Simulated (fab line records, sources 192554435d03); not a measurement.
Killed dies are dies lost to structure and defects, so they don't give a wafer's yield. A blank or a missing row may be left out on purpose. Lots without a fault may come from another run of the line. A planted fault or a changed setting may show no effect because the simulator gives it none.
fab line records | flow n5_finfet
record lots=24 wafers=72 last_day=17
route steps=1938 shown BEOL_M5@1185 BEOL_M6@1196 BEOL_M7@1277
lots that met no fault: from a run of the same line without faults
start_h: hours from the record's first day to the start of the lot's first wafer shown | wait_h: hours since the lot's step before | " the same as in the row above | L1.1+2: a row that stands for several wafers | - no value, or no start given | * or withheld: withheld | < > ~ a bound
route shown NAME@n: a module of which the file shows steps, and the number in the route of the first | usual: mean/standard deviation of fault-free wafers | same: alike in all rows | chamber/n: place in a boat | sites: the reading at each site | _std_site: their standard deviation | _edge_site: outer sites' mean less inner sites' | radius_mm: how far each site lies from the wafer's centre | mask NAME#n: copy n | behind: the tool/chamber that last shaped the wafer | hold: why the lot was held/for how many hours/how that ended | device: the transistor (n, p or np) that didn't switch | end of line: the same wafers' tests at the end of the route | a step without rows: its recipe alone | killed: dies lost to structure and defects at the first sort, not the wafer's yield | map: a wafer's dies, x killed, . not, _ none there
set.NAME: the setting as run; set.NAME@STEP: as run at that earlier step | model.NAME: the simulator's own value behind a step, which no gauge read
steps of the route over a sample of lots; a table a step, a row a wafer
services: from which hour (start_h, from the record's first day; less than 0 if before it) a tool's chamber was out of use, for how many hours, and why
## steps
# step N5_BEOL_M5_ANNEAL_51
# recipe temp_c=225 time_s=90 ambient=N2
# usual anneal_temp_c=225.00/0.16 wafer_temp_C_max=225.94/0.22
# same time_s=90
# columns lot.wafer tool chamber start_h wait_h anneal_temp_c wafer_temp_C_max
L074.1 rtp_anneal-01 0 171.40 0.2 224.94 226.15
L074.3 " 0 " " 225.12 225.81
L074.6 " 0 " " 224.98 226.36
L076.1 rtp_anneal-02 0 179.45 0.1 225.21 225.83
L076.4 " 0 " " 225.30 225.60
L076.6 " 0 " " 225.02 225.92
L075.1 rtp_anneal-01 0 182.37 0.1 224.91 225.74
L075.3 " 0 " " 224.94 226.19
L075.6 " 0 " " 224.77 225.83
L077.2 rtp_anneal-02 0 203.72 0.2 225.15 225.93
L077.3 " 0 " " 225.40 226.13
L077.5 " 0 " " 225.26 225.81
L079.2 rtp_anneal-02 0 208.90 0.2 225.05 225.87
L079.4 " 0 " " 225.13 226.17
L079.6 " 0 " " 224.96 226.06
L078.1 rtp_anneal-01 0 210.96 0.1 225.14 225.69
L078.2 " 0 " " 224.98 226.24
L078.5 " 0 " " 225.00 225.82
L081.3 rtp_anneal-01 0 213.59 0.1 224.92 225.91
L081.5 " 0 " " 224.90 225.96
L081.6 " 0 " " 224.74 225.73
L080.1 rtp_anneal-02 0 215.91 0.1 225.11 225.94
L080.4 " 0 " " 224.81 225.73
L080.5 " 0 " " 225.00 225.67
L082.1 rtp_anneal-01 0 216.11 0.1 224.91 225.74
L082.2 " 0 " " 224.90 226.22
L082.5 " 0 " " 224.65 226.30
L083.2 rtp_anneal-02 0 229.20 0.2 225.05 226.31
L083.3 " 0 " " 225.29 226.06
L083.4 " 0 " " 225.07 225.97
L084.1 rtp_anneal-02 0 232.95 0.1 224.80 225.90
L084.2 " 0 " " 224.75 226.02
L084.3 " 0 " " 224.76 225.73
L085.1 rtp_anneal-02 0 242.55 0.1 225.05 226.12
L085.2 " 0 " " 224.94 225.95
L085.3 " 0 " " 224.90 225.81
L086.1 rtp_anneal-02 0 252.16 0.1 224.97 225.54
L086.2 " 0 " " 225.09 225.69
L086.4 " 0 " " 224.83 225.79
L088.2 rtp_anneal-01 0 256.41 0.1 225.09 225.82
L088.3 " 0 " " 224.79 226.24
L088.5 " 0 " " 225.30 225.98
L087.1 rtp_anneal-02 0 260.47 0.5 225.14 225.94
L087.5 " 0 " " 225.44 225.73
L087.6 " 0 " " 225.20 225.75
L089.2 rtp_anneal-01 0 272.69 0.1 224.98 226.46
L089.5 " 0 " " 225.00 225.82
L089.6 " 0 " " 225.20 226.32
L091.1 rtp_anneal-01 0 277.67 0.1 225.02 225.86
L091.2 " 0 " " 225.09 225.96
L091.6 " 0 " " 224.67 225.79
L090.1 rtp_anneal-02 0 277.75 0.1 224.83 225.69
L090.3 " 0 " " 224.84 225.99
L090.4 " 0 " " 224.91 225.97
L092.1 rtp_anneal-01 0 279.71 0.1 225.00 225.71
L092.2 " 0 " " 225.02 225.80
L092.4 " 0 " " 225.15 225.71
L093.2 rtp_anneal-02 0 286.82 0.2 224.77 225.74
L093.5 " 0 " " 224.88 225.97
L093.6 " 0 " " 224.98 225.71
L094.3 rtp_anneal-01 0 295.08 0.1 224.85 226.07
L094.4 " 0 " " 224.98 225.53
L094.5 " 0 " " 225.01 225.95
L095.1 rtp_anneal-01 0 301.15 0.1 225.30 226.34
L095.2 " 0 " " 225.17 225.95
L095.6 " 0 " " 225.17 226.64
L096.1 rtp_anneal-02 0 320.31 0.1 225.19 225.96
L096.2 " 0 " " 225.15 225.98
L096.5 " 0 " " 225.11 225.91
L097.1 rtp_anneal-01 0 321.94 0.1 224.88 225.79
L097.2 " 0 " " 224.91 225.77
L097.5 " 0 " " 224.80 225.49
# step N5_BEOL_M5_CMP_52
# recipe stop_on=SiCOH_lowk t_overpolish_s=6.9 down_force_psi=1 platen_rpm=50 clearing_platen_down_force_psi=1.5 clearing_platen_rpm=50 post_cmp_clean=cu_alkaline target_thk_nm=62 clearing_platen_pad_velocity_m_s=0.99484 pad_velocity_m_s=0.99484
# usual barrier_field_endpoint_s=24.8/0.74 motor_current_A=5.8/0.52 overpolish_run_s=6.902/0.0088 pad_life_wafers=879/500 time_to_endpoint_s=63/3.5
# columns lot.wafer tool chamber start_h wait_h barrier_field_endpoint_s motor_current_A overpolish_run_s pad_life_wafers time_to_endpoint_s
L074.3 cmp-02 3 172.09 0.6 24.6 5.6 6.912 541 63
L074.1 " 1 " " 25.3 6.3 6.910 543 67
L074.6 " 3 " " 24.9 5.6 6.921 - 63
L076.4 cmp-03 0 179.75 0.1 26.1 5.4 6.909 180 64
L076.1 " 1 " " 26.7 5.4 6.908 181 69
L076.6 " 1 " " 25.8 5.6 6.905 - 69
L075.3 cmp-03 2 182.72 0.2 24.6 5.9 6.908 211 62
L075.1 " 3 " " 23.8 5.9 6.897 212 60
L075.6 " 2 " " 24.3 5.6 6.900 - 61
L077.3 cmp-04 2 204.19 0.3 25.5 5.6 6.892 2130 67
L077.2 " 3 " " 24.9 7.1 6.903 2131 64
L077.5 " 3 " " 25.7 7.2 6.899 - 65
L079.4 cmp-03 2 209.39 0.2 24.5 5.7 6.912 396 63
L079.2 " 1 " " 25.3 5.2 6.901 399 66
L079.6 " 2 " " 24.3 5.3 6.915 - 61
L078.1 cmp-03 1 211.26 0.3 24.4 5.3 6.891 408 64
L078.2 " 3 " " 23.6 6.1 6.904 410 56
L078.5 " 1 " " 25.0 5.3 6.900 - 64
L081.3 cmp-02 3 213.83 0.2 25.4 5.6 6.889 877 61
L081.5 " 2 " " 26.0 5.6 6.894 - 64
L081.6 " 3 " " 25.4 5.5 6.897 - 63
L082.1 cmp-03 1 217.51 1.4 26.0 5.0 6.901 450 65
L082.2 " 3 " " 23.8 6.0 6.904 452 55
L082.5 " 2 " " 24.6 5.4 6.904 - 61
L080.1 cmp-02 1 217.54 1.6 25.4 6.3 6.917 895 65
L080.4 " 3 " " 24.6 5.7 6.904 897 62
L080.5 " 1 " " 25.0 6.3 6.907 - 64
L083.4 cmp-04 3 229.45 0.1 25.2 7.3 6.908 90 61
L083.2 " 1 " " 24.2 6.0 6.896 92 61
L083.3 " 2 " " 24.2 5.3 6.905 93 62
L084.3 cmp-02 2 233.29 0.2 24.0 5.5 6.900 1051 65
L084.1 " 3 " " 24.6 5.5 6.912 1052 64
L084.2 " 0 " " 24.0 6.5 6.913 1053 61
L085.2 cmp-02 2 242.85 0.2 24.5 5.7 6.904 1128 63
L085.1 " 3 " " 25.0 5.4 6.893 1129 61
L085.3 " 1 " " 25.6 6.4 6.889 1131 66
L086.4 cmp-03 3 252.47 0.1 24.6 6.1 6.905 762 60
L086.2 " 0 " " 25.4 5.3 6.912 763 66
L086.1 " 2 " " 24.6 5.5 6.909 765 65
L088.2 cmp-03 1 256.66 0.2 25.5 5.2 6.900 792 67
L088.3 " 3 " " 23.7 5.7 6.896 794 58
L088.5 " 1 " " 25.6 5.4 6.920 - 65
L087.1 cmp-04 1 260.84 0.3 24.8 5.9 6.911 350 68
L087.6 " 3 " " 25.1 7.2 6.908 - 66
L087.5 " 0 " " 24.1 6.5 6.886 - 62
L089.2 cmp-03 1 273.05 0.3 24.9 5.2 6.910 963 69
L089.6 " 2 " " 24.8 5.5 6.898 - 64
L089.5 " 3 " " 23.4 5.8 6.903 - 57
L091.1 cmp-03 3 277.96 0.3 24.2 5.6 6.903 1002 58
L091.2 " 1 " " 25.9 5.3 6.894 1004 71
L091.6 " 3 " " 24.3 6.2 6.911 - 58
L090.4 cmp-02 0 278.05 0.1 23.8 6.5 6.896 1422 57
L090.3 " 2 " " 23.6 5.7 6.894 1424 59
L090.1 " 3 " " 23.3 5.6 6.905 1425 60
L092.1 cmp-02 2 280.00 0.3 23.8 5.6 6.888 1434 59
L092.4 " 3 " " 24.0 5.2 6.900 1435 56
L092.2 " 0 " " 23.4 6.6 6.906 1436 59
L093.2 cmp-04 1 287.37 0.5 24.8 6.1 6.900 596 66
L093.6 " 3 " " 25.8 7.3 6.901 - 65
L093.5 " 0 " " 25.7 6.2 6.878 - 66
L094.4 cmp-03 2 295.28 0.1 25.6 5.6 6.901 1122 66
L094.3 " 3 " " 24.3 5.9 6.885 1123 59
L094.5 " 2 " " 26.1 5.5 6.906 - 68
L095.2 cmp-02 3 301.49 0.2 24.6 5.5 6.888 1591 61
L095.1 " 0 " " 23.7 6.4 6.902 1592 62
L095.6 " 2 " " 23.7 5.7 6.904 - 62
L096.2 cmp-03 3 320.65 0.2 24.2 5.8 6.901 1327 57
L096.1 " 1 " " 25.6 5.1 6.911 1329 70
L096.5 " 3 " " 24.0 5.8 6.896 - 58
L097.2 cmp-03 2 322.28 0.2 25.1 5.7 6.912 1351 67
L097.1 " 3 " " 24.6 6.1 6.893 1352 61
L097.5 " 1 " " 26.3 5.3 6.903 - 70
# step N5_BEOL_M6_THK_MEAS_01
# recipe reads=SiCOH_lowk_of_BEOL_M6_ILD_DEP_00
# usual M6_ILD_THK=154.0/1.9
# columns lot.wafer tool chamber start_h wait_h M6_ILD_THK[nm]
L074.1 film_metro-02 - 173.53 0.4 152.9
L074.3 " - " " 154.2
L074.6 " - " " 156.9
L076.1 film_metro-02 - 181.42 0.8 153.5
L076.4 " - " " 152.7
L076.6 " - " " 151.7
L075.1 film_metro-02 - 183.88 0.4 151.1
L075.3 " - " " 151.3
L075.6 " - " " 151.6
L077.2 film_metro-02 - 205.39 0.4 152.0
L077.3 " - " " 153.6
L077.5 " - " " 153.6
L079.2 film_metro-01 - 210.59 0.4 153.5
L079.4 " - " " 155.1
L079.6 " - " " 155.6
L078.1 film_metro-01 - 212.48 0.4 154.9
L078.2 " - " " 150.8
L078.5 " - " " 155.8
L081.3 film_metro-02 - 215.47 0.5 151.6
L081.5 " - " " 154.5
L081.6 " - " " 156.9
L080.1 film_metro-01 - 218.72 0.4 155.5
L080.4 " - " " 157.7
L080.5 " - " " 158.8
L082.1 film_metro-02 - 219.00 0.4 150.9
L082.2 " - " " 150.5
L082.5 " - " " 153.7
L083.2 film_metro-01 - 230.65 0.4 151.9
L083.3 " - " " 152.8
L083.4 " - " " 157.6
L084.1 film_metro-02 - 234.45 0.4 153.3
L084.2 " - " " 154.7
L084.3 " - " " 152.7
L085.1 film_metro-02 - 244.04 0.4 152.4
L085.2 " - " " 153.2
L085.3 " - " " 155.1
L086.1 film_metro-01 - 254.15 0.8 154.5
L086.2 " - " " 156.9
L086.4 " - " " 156.7
L088.2 film_metro-01 - 258.34 0.7 153.5
L088.3 " - " " 153.2
L088.5 " - " " 156.9
L087.1 film_metro-01 - 261.96 0.4 152.3
L087.5 " - " " 154.6
L087.6 " - " " 152.8
L089.2 film_metro-02 - 274.13 0.4 154.0
L089.5 " - " " 154.1
L089.6 " - " " 155.8
L091.1 film_metro-01 - 279.16 0.4 152.0
L091.2 " - " " 155.9
L091.6 " - " " 154.8
L090.1 film_metro-01 - 279.24 0.4 154.7
L090.3 " - " " 154.3
L090.4 " - " " 156.4
L092.1 film_metro-01 - 281.21 0.4 154.1
L092.2 " - " " 153.1
L092.4 " - " " 155.2
L093.2 film_metro-02 - 288.97 0.7 152.4
L093.5 " - " " 156.4
L093.6 " - " " 153.6
L094.3 film_metro-02 - 296.54 0.3 152.0
L094.4 " - " " 153.4
L094.5 " - " " 153.3
L095.1 film_metro-01 - 303.12 0.8 153.0
L095.2 " - " " 151.4
L095.6 " - " " 155.5
L096.1 film_metro-01 - 321.81 0.4 151.8
L096.2 " - " " 152.3
L096.5 " - " " 154.5
L097.1 film_metro-02 - 323.43 0.4 151.6
L097.2 " - " " 152.8
L097.5 " - " " 152.7
# step N5_BEOL_M6_ETCH_62
# recipe chemistry=N2/H2 target=SOC target_depth_a=1100 overetch_a=220 mask_material=SiARC temp_c=40 time_s=165 ion_energy_ev=200 pressure_mtorr=30 source_w=840 bias_w=150 n2_flow_sccm=200 h2_flow_sccm=200
# usual drypump_motor_current_A=5.7/0.44 n2_flow_sccm=199.9/0.64 oes_product_au=0.67/0.075 rf_vpp_V=523.3/2.6 showerhead_plenum_p_Torr=2.52/0.09 throttle_valve_pct=17.77/0.18
# same time_s=165
# columns lot.wafer tool chamber start_h wait_h drypump_motor_current_A n2_flow_sccm oes_product_au rf_hours_counter_h rf_vpp_V showerhead_plenum_p_Torr throttle_valve_pct
L074.1 rie_diel-03 3 174.89 0.0 5.6 200.5 0.75 40 522.3 2.48 17.68
L074.3 " 0 " " 6.1 201.9 0.68 102 523.0 2.45 17.69
L074.6 " 1 " " 5.3 200.0 0.82 - 525.3 2.61 17.85
L076.1 rie_diel-05 0 183.21 0.0 5.7 200.0 0.61 193 524.0 2.52 17.84
L076.4 " 0 " " 5.7 198.8 0.61 - 523.6 2.52 17.84
L076.6 " 1 " " 5.3 199.9 0.62 - 524.1 2.53 17.91
L075.1 rie_diel-03 2 186.45 0.0 6.2 199.2 0.62 174 519.9 2.44 17.99
L075.3 " 0 " " 6.1 200.4 0.68 106 520.9 2.45 17.68
L075.6 " 0 " " 6.1 201.0 0.68 - 521.6 2.45 17.70
L077.2 rie_diel-03 2 206.69 0.0 6.2 198.6 0.62 181 519.2 2.44 18.00
L077.3 " 1 " " 5.3 199.8 0.78 18 525.4 2.60 17.87
L077.5 " 2 " " 6.2 198.8 0.62 - 520.9 2.44 18.01
L079.2 rie_diel-06 2 211.53 0.0 5.7 199.6 0.79 9 528.5 2.72 17.50
L079.4 " 0 " " 5.0 201.0 0.59 248 524.8 2.60 18.07
L079.6 " 0 " " 5.0 199.9 0.59 - 525.8 2.60 18.07
L078.1 rie_diel-03 3 216.60 0.0 5.6 199.7 0.73 56 522.7 2.48 17.72
L078.2 " 1 " " 5.3 200.5 0.78 23 525.1 2.60 17.87
L078.5 " 1 " " 5.3 199.2 0.78 - 526.0 2.60 17.84
L081.3 rie_diel-06 0 216.77 0.0 5.0 200.7 0.58 249 525.8 2.60 18.07
L081.5 " 2 " " 5.6 199.6 0.79 - 529.4 2.72 17.49
L081.6 " 1 " " 5.4 199.6 0.64 - 524.5 2.53 17.42
L080.1 rie_diel-03 0 221.24 0.0 6.1 199.9 0.67 119 520.4 2.44 17.72
L080.4 " 2 " " 6.2 199.5 0.62 187 520.9 2.44 18.01
L080.5 " 1 " " 5.3 200.0 0.77 - 525.1 2.60 17.89
L082.1 rie_diel-06 3 221.41 0.0 6.4 199.6 0.60 215 520.9 2.40 17.76
L082.2 " 1 " " 5.4 199.3 0.64 152 524.2 2.53 17.43
L082.5 " 3 " " 6.4 199.5 0.60 - 519.6 2.40 17.76
L083.2 rie_diel-03 1 232.47 0.0 5.3 199.6 0.77 29 525.5 2.60 17.89
L083.3 " 2 " " 6.2 200.4 0.61 191 520.5 2.43 18.03
L083.4 " 3 " " 5.6 200.0 0.72 62 522.2 2.47 17.74
L084.1 rie_diel-06 2 236.16 0.0 5.7 199.5 0.77 19 528.3 2.71 17.51
L084.2 " 1 " " 5.4 199.5 0.63 158 523.5 2.53 17.44
L084.3 " 3 " " 6.4 200.0 0.59 221 519.8 2.40 17.77
L085.1 rie_diel-05 3 246.93 0.0 5.2 199.8 0.73 39 522.3 2.48 17.89
L085.2 " 1 " " 5.2 200.1 0.60 211 523.3 2.52 17.97
L085.3 " 0 " " 5.7 199.0 0.60 214 524.3 2.51 17.88
L086.1 rie_diel-05 3 255.32 0.0 5.2 200.2 0.72 41 523.4 2.48 17.90
L086.2 " 0 " " 5.7 199.7 0.59 218 523.4 2.51 17.87
L086.4 " 1 " " 5.2 200.4 0.60 215 521.6 2.52 17.95
L088.2 rie_diel-05 0 259.22 0.0 5.7 200.4 0.59 219 522.9 2.51 17.87
L088.3 " 3 " " 5.2 200.1 0.73 42 522.7 2.48 17.90
L088.5 " 0 " " 5.7 199.8 0.59 - 523.9 2.51 17.89
L087.1 rie_diel-03 0 264.25 0.0 6.1 199.9 0.66 132 521.0 2.44 17.75
L087.5 " 2 " " 6.2 200.3 0.60 - 521.2 2.43 18.03
L087.6 " 1 " " 5.3 198.2 0.75 - 524.6 2.59 17.92
L089.2 rie_diel-06 3 275.23 0.0 6.4 200.2 0.59 233 519.6 2.40 17.80
L089.5 " 2 " " 5.7 199.6 0.75 - 527.9 2.71 17.55
L089.6 " 3 " " 6.4 200.4 0.59 - 519.2 2.40 17.79
L091.1 rie_diel-06 1 282.24 0.0 5.4 200.4 0.63 175 524.8 2.52 17.48
L091.2 " 2 " " 5.6 198.8 0.75 37 529.1 2.71 17.55
L091.6 " 0 " " 5.1 199.6 0.79 - 526.4 2.60 17.66
L090.1 rie_diel-03 1 282.42 0.0 5.3 199.4 0.74 46 525.4 2.59 17.90
L090.3 " 0 " " 6.1 200.0 0.65 139 520.2 2.43 17.76
L090.4 " 0 " " 6.1 200.1 0.66 - 521.2 2.43 17.75
L092.1 rie_diel-06 1 282.56 0.0 5.4 200.3 0.63 175 523.6 2.52 17.48
L092.2 " 3 " " 6.4 200.5 0.58 236 519.9 2.40 17.79
L092.4 " 2 " " 5.7 200.4 0.76 37 526.1 2.71 17.55
L093.2 rie_diel-06 3 290.54 0.0 6.4 199.4 0.59 238 520.6 2.40 17.81
L093.5 " 3 " " 6.4 199.8 0.59 - 519.0 2.39 17.81
L093.6 " 0 " " 5.0 201.0 0.78 - 526.4 2.60 17.66
L094.3 rie_diel-05 0 297.95 0.0 5.7 200.0 0.58 233 522.4 2.50 17.91
L094.4 " 2 " " 5.6 200.0 0.61 228 525.4 2.61 17.54
L094.5 " 1 " " 5.2 199.7 0.59 - 522.8 2.51 17.99
L095.1 rie_diel-03 2 304.09 0.0 6.2 200.8 0.59 216 519.9 2.42 18.06
L095.2 " 1 " " 5.3 199.9 0.73 54 524.4 2.59 17.93
L095.6 " 0 " " 6.1 201.0 0.65 - 522.5 2.43 17.77
L096.1 rie_diel-03 0 322.92 0.0 6.1 199.4 0.64 154 521.9 2.43 17.76
L096.2 " 2 " " 6.2 199.1 0.60 222 521.1 2.42 18.08
L096.5 " 2 " " 6.2 199.9 0.59 - 521.3 2.42 18.09
L097.1 rie_diel-06 1 324.21 0.0 5.4 200.3 0.62 190 522.5 2.51 17.49
L097.2 " 3 " " 6.5 200.2 0.58 249 520.9 2.39 17.82
L097.5 " 0 " " 5.1 199.8 0.77 - 524.2 2.59 17.68
# step N5_BEOL_M7_OVL_MEAS_12
# recipe points_per_wafer=44
# usual M7_OVL=0.4/0.61
# columns lot.wafer tool chamber start_h wait_h M7_OVL[nm]
L074.1 overlay-02 0 183.55 0.0 1.0
L074.3 " 0 " " 1.2
L074.6 " 0 " " 0.1
L076.1 overlay-02 0 189.31 0.0 1.0
L076.4 " 0 " " 0.2
L076.6 " 0 " " -0.1
L075.1 overlay-01 0 192.10 0.0 1.1
L075.3 " 0 " " -0.1
L075.6 " 0 " " 0.8
L077.2 overlay-02 0 216.56 0.0 1.4
L077.3 " 0 " " 0.2
L077.5 " 0 " " -0.1
L079.2 overlay-02 0 221.50 0.0 0.9
L079.4 " 0 " " 1.3
L079.6 " 0 " " 0.8
L078.1 overlay-01 0 223.21 0.0 1.4
L078.2 " 0 " " -0.3
L078.5 " 0 " " 1.0
L081.3 overlay-01 0 224.68 0.0 0.9
L081.5 " 0 " " 0.3
L081.6 " 0 " " 1.2
L080.1 overlay-01 0 227.67 0.0 0.1
L080.4 " 0 " " 0.3
L080.5 " 0 " " 0.5
L082.1 overlay-02 0 228.22 0.0 1.4
L082.2 " 0 " " 0.8
L082.5 " 0 " " 1.1
L083.2 overlay-02 0 241.41 0.0 0.2
L083.3 " 0 " " 0.8
L083.4 " 0 " " -0.7
L084.1 overlay-01 0 242.10 0.0 -0.1
L084.2 " 0 " " 0.3
L084.3 " 0 " " 0.6
L085.1 overlay-01 0 254.68 0.0 0.0
L085.2 " 0 " " -0.1
L085.3 " 0 " " 0.1
L086.1 overlay-02 0 263.80 0.0 -0.7
L086.2 " 0 " " 0.1
L086.4 " 0 " " 0.6
L088.2 overlay-01 0 266.69 0.0 0.4
L088.3 " 0 " " 0.8
L088.5 " 0 " " 0.6
L087.1 overlay-02 0 270.85 0.0 -0.1
L087.5 " 0 " " 1.3
L087.6 " 0 " " 0.9
L089.2 overlay-02 0 283.46 0.0 1.1
L089.5 " 0 " " 0.4
L089.6 " 0 " " 0.3
L091.1 overlay-01 0 289.97 0.0 -0.3
L091.2 " 0 " " -0.5
L091.6 " 0 " " -0.4
L090.1 overlay-01 0 290.17 0.0 0.1
L090.3 " 0 " " 0.2
L090.4 " 0 " " -0.7
L092.1 overlay-01 0 290.34 0.0 -0.3
L092.2 " 0 " " 0.4
L092.4 " 0 " " -0.9
L093.2 overlay-01 0 297.40 0.0 0.6
L093.5 " 0 " " 0.3
L093.6 " 0 " " 0.9
L094.3 overlay-01 0 306.78 0.0 0.0
L094.4 " 0 " " 0.0
L094.5 " 0 " " 0.1
L095.1 overlay-01 0 310.65 0.0 -0.6
L095.2 " 0 " " 0.4
L095.6 " 0 " " 1.4
L096.1 overlay-02 0 330.13 0.0 0.7
L096.2 " 0 " " 0.2
L096.5 " 0 " " 0.4
L097.1 overlay-02 0 332.56 0.0 0.6
L097.2 " 0 " " -0.3
L097.5 " 0 " " 0.1
# step N5_BEOL_M7_STRIP_67
# recipe chemistry=CF4 resist=SiARC power_w=300 bias_power_w=75 pressure_mtorr=50 cf4_flow_sccm=150 rf_frequency_hz=6e+07
# usual drypump_motor_current_A=5.5/0.47 oes_product_au=0.80/0.092 rf_vpp_V=271.5/1.5 showerhead_plenum_p_Torr=1.81/0.057 throttle_valve_pct=13.5/0.32
# columns lot.wafer tool chamber start_h wait_h drypump_motor_current_A oes_product_au rf_hours_counter_h rf_vpp_V showerhead_plenum_p_Torr throttle_valve_pct
L074.1 rie_diel-04 3 183.85 0.0 5.9 0.71 215 269.2 1.72 14.1
L074.3 " 0 " " 5.4 0.92 16 269.1 1.76 13.3
L074.6 " 3 " " 5.9 0.71 - 270.0 1.72 14.1
L076.1 rie_diel-01 2 189.60 0.0 5.4 0.73 181 271.4 1.78 13.8
L076.4 " 2 " " 5.4 0.72 - 272.9 1.78 13.7
L076.6 " 0 " " 5.3 0.83 - 272.6 1.88 13.5
L075.1 rie_diel-01 3 192.69 0.0 5.7 0.70 198 272.7 1.87 13.7
L075.3 " 0 " " 5.3 0.82 82 272.7 1.88 13.5
L075.6 " 2 " " 5.4 0.72 - 269.4 1.78 13.7
L077.2 rie_diel-04 0 216.85 0.0 5.4 0.91 27 270.9 1.76 13.3
L077.3 " 3 " " 5.9 0.70 226 268.3 1.72 14.1
L077.5 " 2 " " 4.7 0.87 - 273.0 1.91 13.4
L079.2 rie_diel-02 2 222.10 0.0 5.1 0.70 219 270.4 1.77 13.5
L079.4 " 0 " " 6.6 0.94 6 272.2 1.82 12.9
L079.6 " 1 " " 5.6 0.72 - 272.2 1.88 13.8
L078.1 rie_diel-02 3 223.71 0.0 4.9 0.85 55 269.4 1.77 13.6
L078.2 " 0 " " 6.5 0.95 7 271.4 1.82 12.9
L078.5 " 2 " " 5.1 0.70 - 272.2 1.77 13.5
L081.3 rie_diel-01 3 225.21 0.0 5.7 0.69 207 272.5 1.87 13.7
L081.5 " 3 " " 5.7 0.69 - 269.8 1.86 13.7
L081.6 " 0 " " 5.3 0.81 - 273.5 1.88 13.5
L080.1 rie_diel-04 1 227.97 0.0 5.1 0.95 10 272.4 1.83 13.1
L080.4 " 3 " " 5.9 0.70 230 267.8 1.72 14.1
L080.5 " 0 " " 5.4 0.90 - 269.1 1.76 13.3
L082.1 rie_diel-01 2 228.51 0.0 5.4 0.72 193 271.0 1.77 13.8
L082.2 " 0 " " 5.3 0.81 93 273.8 1.88 13.5
L082.5 " 3 " " 5.7 0.68 - 272.1 1.86 13.7
L083.2 rie_diel-01 1 241.71 0.0 5.9 0.94 19 271.2 1.75 13.0
L083.3 " 2 " " 5.4 0.71 197 270.2 1.77 13.8
L083.4 " 3 " " 5.7 0.69 212 271.7 1.86 13.7
L084.1 rie_diel-01 2 242.64 0.0 5.4 0.71 197 271.6 1.77 13.8
L084.2 " 1 " " 5.9 0.93 19 270.4 1.75 13.0
L084.3 " 3 " " 5.7 0.69 213 272.4 1.86 13.7
L085.1 rie_diel-02 1 254.98 0.0 5.6 0.72 184 269.9 1.87 13.9
L085.2 " 3 " " 5.0 0.83 66 268.5 1.77 13.7
L085.3 " 0 " " 6.5 0.92 13 273.0 1.82 13.0
L086.1 rie_diel-04 3 264.18 0.0 5.9 0.69 240 270.0 1.72 14.2
L086.2 " 1 " " 5.1 0.92 20 273.6 1.83 13.1
L086.4 " 0 " " 5.4 0.88 41 269.3 1.76 13.3
L088.2 rie_diel-02 0 266.98 0.0 6.5 0.92 16 271.3 1.82 13.0
L088.3 " 3 " " 4.9 0.83 69 270.3 1.76 13.7
L088.5 " 2 " " 5.1 0.69 - 271.7 1.77 13.6
L087.1 rie_diel-02 0 271.15 0.0 6.5 0.91 18 270.9 1.82 13.0
L087.5 " 3 " " 5.0 0.83 - 271.3 1.76 13.7
L087.6 " 0 " " 6.5 0.91 - 271.8 1.82 13.0
L089.2 rie_diel-04 3 283.81 0.0 5.9 0.68 245 267.8 1.72 14.2
L089.5 " 1 " " 5.1 0.91 - 271.4 1.82 13.1
L089.6 " 0 " " 5.4 0.87 - 269.4 1.76 13.3
L091.1 rie_diel-04 2 290.27 0.0 4.7 0.85 57 273.9 1.91 13.4
L091.2 " 3 " " 5.9 0.69 248 269.6 1.71 14.1
L091.6 " 2 " " 4.7 0.84 - 273.1 1.91 13.4
L090.1 rie_diel-04 3 290.53 0.0 5.9 0.69 248 268.1 1.71 14.2
L090.3 " 0 " " 5.4 0.86 48 270.5 1.76 13.4
L090.4 " 1 " " 5.1 0.92 27 271.1 1.82 13.2
L092.1 rie_diel-02 0 290.76 0.0 6.5 0.90 24 273.5 1.82 13.0
L092.2 " 1 " " 5.6 0.72 192 272.5 1.87 13.9
L092.4 " 3 " " 5.0 0.82 78 268.4 1.76 13.7
L093.2 rie_diel-02 2 297.69 0.0 5.1 0.69 245 269.9 1.76 13.6
L093.5 " 3 " " 5.0 0.82 - 268.9 1.76 13.7
L093.6 " 2 " " 5.1 0.68 - 270.9 1.76 13.6
L094.3 rie_diel-01 0 307.07 0.0 5.4 0.78 115 272.0 1.87 13.5
L094.4 " 1 " " 6.0 0.90 38 270.0 1.74 13.0
L094.5 " 0 " " 5.4 0.79 - 273.1 1.87 13.6
L095.1 rie_diel-04 0 310.95 0.0 5.4 0.87 55 269.9 1.75 13.4
L095.2 " 2 " " 4.7 0.84 64 272.6 1.90 13.5
L095.6 " 0 " " 5.4 0.87 - 269.2 1.75 13.4
L096.1 rie_diel-02 0 330.42 0.0 6.5 0.86 38 272.0 1.81 13.0
L096.2 " 1 " " 5.6 0.71 205 272.1 1.87 13.9
L096.5 " 3 " " 5.0 0.81 - 270.0 1.76 13.7
L097.1 rie_diel-01 0 332.85 0.0 5.3 0.78 123 273.6 1.87 13.6
L097.2 " 3 " " 5.7 0.67 240 272.0 1.86 13.8
L097.5 " 0 " " 5.3 0.78 - 271.8 1.87 13.6
## services
# columns tool chamber start_h hours kind
cmp-03 - 152.41 4.0 pm
cmp-03 - 156.41 - consumable_replace:conditioner
cmp-03 - 156.41 - consumable_replace:pad
rie_diel-06 2 158.01 - clean
rie_diel-06 2 158.01 - consumable_replace:focus_ring
rie_diel-06 2 158.01 - consumable_replace:showerhead
rie_diel-06 2 158.01 24.5 scheduled_down
rie_diel-06 2 158.01 24.5 vent_cycle
rie_diel-05 2 169.34 16.3 repair
rie_diel-05 0 170.33 5.8 repair
rie_diel-01 1 187.31 5.4 repair
cmp-03 - 203.49 4.3 repair
cmp-04 - 206.70 4.0 pm
cmp-02 - 208.01 1.8 repair
cmp-04 - 217.95 6.5 repair
rie_diel-03 0 223.19 7.0 repair
rie_diel-02 0 227.10 2.8 repair
cmp-03 - 234.33 1.3 repair
rie_diel-06 3 249.82 7.8 repair
rie_diel-02 1 264.14 12.0 repair
rie_diel-06 1 268.25 3.5 repair
rie_diel-05 1 280.42 2.5 repair
cmp-03 - 281.47 1.8 repair
cmp-04 - 308.37 1.9 repair
## key
fault none
